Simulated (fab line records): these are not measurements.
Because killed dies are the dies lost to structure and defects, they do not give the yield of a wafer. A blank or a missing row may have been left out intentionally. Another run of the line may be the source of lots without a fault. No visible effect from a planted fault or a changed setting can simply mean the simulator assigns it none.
Which tool is to blame? | flow n5_finfet | 72 wafers from 24 lots sampled at 2 of the route's 1938 steps

## WHAT THE GAUGES READ, wafer by wafer
N5_BEOL_M14_RS_MEAS_54: the measuring method here is four-point-probe. Usual: for M14_RS the level is 0.0330 ohm/sq and the standard deviation is 0.00051.
lot  | measured     | on            | M14_RS (ohm/sq)      | flag
L076 | day 11 20:41 | film_metro-02 | 0.0322 0.0334 0.0327 |
L074 | day 11 21:02 | film_metro-01 | 0.0328 0.0338 0.0328 |
L077 | day 11 22:20 | film_metro-02 | 0.0326 0.0329 0.0326 |
L075 | day 12 00:01 | film_metro-02 | 0.0322 0.0337 0.0326 |
L078 | day 12 10:38 | film_metro-01 | 0.0332 0.0340 0.0335 |
L079 | day 12 16:25 | film_metro-02 | 0.0327 0.0331 0.0326 |
L080 | day 13 04:45 | film_metro-01 | 0.0333 0.0332 0.0330 |
L082 | day 13 22:41 | film_metro-02 | 0.0323 0.0329 0.0322 |
L081 | day 13 23:35 | film_metro-01 | 0.0335 0.0330 0.0331 |
L085 | day 14 03:07 | film_metro-01 | 0.0332 0.0333 0.0334 |
L083 | day 14 03:23 | film_metro-01 | 0.0333 0.0336 0.0334 |
L084 | day 14 03:32 | film_metro-01 | 0.0335 0.0336 0.0336 |
L087 | day 14 20:44 | film_metro-01 | 0.0328 0.0330 0.0328 |
L088 | day 15 05:05 | film_metro-02 | 0.0340 0.0334 0.0336 |
L086 | day 15 05:40 | film_metro-02 | 0.0334 0.0324 0.0327 |
L089 | day 15 23:04 | film_metro-02 | 0.0331 0.0330 0.0327 |
L093 | day 16 03:11 | film_metro-02 | 0.0327 0.0333 0.0324 |
L091 | day 16 04:04 | film_metro-02 | 0.0333 0.0334 0.0329 |
L090 | day 16 04:36 | film_metro-02 | 0.0334 0.0330 0.0333 |
L092 | day 16 05:20 | film_metro-01 | 0.0336 0.0332 0.0338 |
L095 | day 17 10:42 | film_metro-02 | 0.0324 0.0329 0.0320 |
L094 | day 17 15:59 | film_metro-01 | 0.0325 0.0318 0.0327 |
L097 | day 17 19:03 | film_metro-02 | 0.0324 0.0335 0.0334 |
L096 | day 18 04:51 | film_metro-02 | 0.0333 0.0327 0.0330 |

## WHAT TOOL EACH LOT RAN ON (gives the tool, then ch and the chambers of the sampled wafers, and finally the start)
lot  | N5_BEOL_M14_DEP_53
L076 | pecvd-04 ch 0,2, day 11 20:37
L074 | pecvd-03 ch 0,1,2, day 11 20:58
L077 | pecvd-01 ch 1,2, day 11 22:16
L075 | pecvd-01 ch 0,1,2, day 11 23:58
L078 | pecvd-04 ch 1,2, day 12 10:34
L079 | pecvd-03 ch 0,2, day 12 16:21
L080 | pecvd-04 ch 0,1, day 13 04:41
L082 | pecvd-03 ch 1,2, day 13 22:37
L081 | pecvd-04 ch 1,2, day 13 23:31
L085 | pecvd-01 ch 0,2, day 14 03:03
L083 | pecvd-03 ch 0,1,2, day 14 03:19
L084 | pecvd-04 ch 1,2, day 14 03:28
L087 | pecvd-01 ch 0,1, day 14 20:40
L088 | pecvd-03 ch 0,2, day 15 05:00
L086 | pecvd-03 ch 0,2, day 15 05:35
L089 | pecvd-04 ch 1,2, day 15 23:00
L093 | pecvd-01 ch 1,2, day 16 03:07
L091 | pecvd-03 ch 0,2, day 16 03:59
L090 | pecvd-01 ch 1,2, day 16 04:32
L092 | pecvd-04 ch 0,1,2, day 16 05:16
L095 | pecvd-01 ch 0,1, day 17 10:38
L094 | pecvd-04 ch 0,1,2, day 17 15:53
L097 | pecvd-01 ch 0,2, day 17 18:58
L096 | pecvd-03 ch 0,2, day 18 04:47
- N5_BEOL_M14_DEP_53: deposits SiCN from 3MS/NH3, target thk 50 nm, time 17.8 s.

## WHAT THE TOOLS THEMSELVES READ (means of the sampled wafers that have a number; where no wafer has one, the mark that the record gives instead)
N5_BEOL_M14_DEP_53. Usual: showerhead_plenum_p_Torr 4.153 Torr, standard deviation 0.017; throttle_valve_pct 17.9 %, standard deviation 0.8.
lot  | tool     | showerhead_plenum_p_Torr (Torr) | throttle_valve_pct (%) | flag
L076 | pecvd-04 | 4.168                           | 18.4                   |
L074 | pecvd-03 | 4.148                           | 17.6                   |
L077 | pecvd-01 | 4.161                           | 17.9                   |
L075 | pecvd-01 | 4.156                           | 17.9                   |
L078 | pecvd-04 | 4.163                           | 16.8                   |
L079 | pecvd-03 | 4.141                           | 17.5                   |
L080 | pecvd-04 | 4.155                           | 19.0                   |
L082 | pecvd-03 | 4.153                           | 17.4                   |
L081 | pecvd-04 | 4.142                           | 17.6                   |
L085 | pecvd-01 | 4.147                           | 18.4                   |
L083 | pecvd-03 | 4.141                           | 17.7                   |
L084 | pecvd-04 | 4.143                           | 17.6                   |
L087 | pecvd-01 | 4.160                           | 18.0                   |
L088 | pecvd-03 | 4.144                           | 17.4                   |
L086 | pecvd-03 | 4.147                           | 17.5                   |
L089 | pecvd-04 | 4.143                           | 17.7                   |
L093 | pecvd-01 | 4.165                           | 17.9                   |
L091 | pecvd-03 | 4.147                           | 17.4                   |
L090 | pecvd-01 | 4.162                           | 17.8                   |
L092 | pecvd-04 | 4.157                           | 18.0                   |
L095 | pecvd-01 | 4.167                           | 17.9                   |
L094 | pecvd-04 | 4.154                           | 18.1                   |
L097 | pecvd-01 | 4.149                           | 18.6                   |
L096 | pecvd-03 | 4.143                           | 17.5                   |

## THE ANSWER, worked out from the rows above alone
Rule: take the mean of a lot's wafers that have a number; if it is more than 3 standard deviations from the usual mean, the lot is off. A lot without any number at a reading at which 4 lots or more have one is off too. The other lots that the step has rows for count as sound. After the gauges, taken in route order, come the tools' own readings; for these a lot's mean is taken, as printed above. At the first step where some lot is off, the reading lying furthest off is the one used; lots without a number count as furthest.
No lot is off at any reading shown: from this, nothing can be told.

## WHAT THE SIMULATOR PUT IN
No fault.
